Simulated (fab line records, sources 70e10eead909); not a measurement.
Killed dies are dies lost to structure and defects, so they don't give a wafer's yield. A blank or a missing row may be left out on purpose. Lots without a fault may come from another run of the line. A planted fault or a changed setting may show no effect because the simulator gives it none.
Problem report in the 8D (eight disciplines) form, filled by code | flow nand_harc | the parts of the form that need people (team, actions taken, sign-off) are left out

1. THE PROBLEM
tube_center_temp_C at NHARC_A_CHANNEL_FILL_D2_ANNEAL_22 reads a mean of 607 C on 6 wafers of 2 lots; wafers without a fault read 620 C with a standard deviation of 0.056. That is -99 or more standard deviations from the usual mean.
The step: time 7200 s.
First seen on wafer L450.4, day 20 19:19, on furnace-02. The record holds 36 wafers of 12 lots with a number at this step. Rule for "out", or "out of limits": more than 4 standard deviations from the usual mean. The other wafers with a number count as sound.

2. WHAT IT IS AND WHAT IT IS NOT
question                    | is                                                                                                | is not
which readings at this step | tube_center_temp_C, spike_tc_centre_C, spike_tc_lower_C, spike_tc_upper_C, tube_center_temp_C_max | -
which lots                  | L450, L451                                                                                        | L439, L440, L442, L443, L444, L445, L446, L447, L448, L459
which wafers of those lots  | all that have a number                                                                            | -
read on which tools         | furnace-02                                                                                        | furnace-03, furnace-08
when                        | from day 20 19:19                                                                                 | up to then (27 sound wafers); but 3 sound wafers of L459 came after

3. SUSPECTS, AND WHAT RULES EACH OUT
Counting: a tool at a process step up to the reading stays a suspect if it ran every lot that is out and no sound lot after the first of them.
- ald_sin_batch-01 at NHARC_A_CHANNEL_FILL_D2_ALD_03 (deposits SiNx, target thk 6 nm, pulse time 60 s, ald cycles 58): kept. It ran every lot that is out, first L451 (day 19 18:07), and no sound lot after that; its last sound lot up to then is L447 (day 18 17:17). NHARC_A_CHANNEL_FILL_D2_ALD_03 gives no start for some lots, so the hours and the order of its lots are those of NHARC_A_CHANNEL_FILL_D2_ALD_14.
- furnace-02 at NHARC_A_CHANNEL_FILL_D2_ANNEAL_22 (time 7200 s): kept. It ran every lot that is out, first L450 (day 20 19:19), and no sound lot after that; its last sound lot up to then is L447 (day 19 16:08). Its own readings are out on those wafers: spike_tc_centre_C, spike_tc_lower_C, spike_tc_upper_C, tube_center_temp_C, tube_center_temp_C_max.
Left after counting: ald_sin_batch-01 at NHARC_A_CHANNEL_FILL_D2_ALD_03, furnace-02 at NHARC_A_CHANNEL_FILL_D2_ANNEAL_22.

4. THE CAUSE (what the simulator had put in)
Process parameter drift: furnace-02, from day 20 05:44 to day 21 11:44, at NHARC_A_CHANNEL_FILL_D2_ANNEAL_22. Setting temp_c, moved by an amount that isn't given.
Counting left 2 suspects, and this tool is among them.

5. THE CHAIN OF EFFECTS, in route order
Each row: a reading whose mean over the struck wafers that have a number lies more than 3 standard deviations from the usual. Only readings for which the record gives a usual standard deviation are gone through. hours: the time from each lot's start at the first step in this table that gives one to its start at this step, as a median over the lots. sigmas: the change in usual standard deviations.
hours | step                              | reading                | usual   | on struck wafers | change | sigmas
0     | NHARC_A_CHANNEL_FILL_D2_ANNEAL_22 | spike_tc_centre_C      | 620.8 C | 607.1            | -13.7  | -14
0     | NHARC_A_CHANNEL_FILL_D2_ANNEAL_22 | spike_tc_lower_C       | 620.7 C | 607.0            | -13.7  | -14
0     | NHARC_A_CHANNEL_FILL_D2_ANNEAL_22 | spike_tc_top_C         | 637.9 C | 626.9            | -11.0  | -3.8
0     | NHARC_A_CHANNEL_FILL_D2_ANNEAL_22 | spike_tc_upper_C       | 620.5 C | 606.7            | -13.8  | -13
0     | NHARC_A_CHANNEL_FILL_D2_ANNEAL_22 | tube_center_temp_C     | 620 C   | 607              | -13    | -99 or more
0     | NHARC_A_CHANNEL_FILL_D2_ANNEAL_22 | tube_center_temp_C_max | 621.60  | 608.20           | -13.40 | -50
The process steps in it:
- NHARC_A_CHANNEL_FILL_D2_ANNEAL_22: time 7200 s.
Later measuring or inspecting steps at which every struck wafer that the step has a row for has a number for every such reading, and none has moved that far: NHARC_END_SORT_01.

6. WHAT WOULD HAVE CAUGHT IT SOONER
In this record the first reading out of limits was taken at day 20 19:19, 14 hours after the fault began at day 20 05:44.
